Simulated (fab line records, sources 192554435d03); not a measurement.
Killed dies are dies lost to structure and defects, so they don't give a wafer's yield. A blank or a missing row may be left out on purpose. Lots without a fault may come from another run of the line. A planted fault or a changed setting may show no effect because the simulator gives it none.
Which tool did it? | flow n5_finfet | 12 lots, 36 wafers sampled, at 1 step of a route of 1938

WHAT THE GAUGES READ, wafer by wafer
N5_SD_EPI_P_EPI_MEAS_23.
lot  | measured    | on            | thk_nm (nm)
L075 | day 3 18:07 | film_metro-02 | 56.4 59.9 60.7
L077 | day 4 03:55 | film_metro-01 | 62.1 60.3 61.2
L079 | day 4 17:36 | film_metro-02 | 60.1 60.5 60.4
L081 | day 5 02:50 | film_metro-02 | 61.8 59.9 58.0
L083 | day 5 14:57 | film_metro-01 | 62.1 59.5 60.7
L085 | day 6 07:17 | film_metro-01 | 60.7 61.0 61.3
L087 | day 6 18:50 | film_metro-02 | 61.3 62.6 60.4
L089 | day 7 01:43 | film_metro-02 | 61.6 62.4 61.1
L091 | day 7 14:31 | film_metro-02 | 62.7 59.1 59.8
L093 | day 8 04:04 | film_metro-02 | 61.4 59.9 59.5
L095 | day 8 17:17 | film_metro-02 | 61.3 61.9 60.1
L097 | day 9 06:46 | film_metro-02 | 60.5 62.0 61.5

WHICH TOOL RAN EACH LOT (tool, then ch and the chambers of the sampled wafers, then the start)
The record holds no process step before these readings.

THE ANSWER, worked out from the rows above alone
Rule: what is usual is taken from the lots themselves. Put in order of their means at a reading, lots are off if they are a third of the lots or fewer, leave a main group of 4 or more, and stand apart from it by a gap of 3 or more times the standard deviation of the main group's means; of several such gaps the widest counts. A main group whose means are all the same, to the digits that the tables above print for the reading, isn't used. A lot without any number at a reading at which 4 lots or more have one is off too. The other lots that the step has rows for count as sound.
No lot is off at any reading shown: from this, nothing can be told.

WHAT THE SIMULATOR HAD PUT IN
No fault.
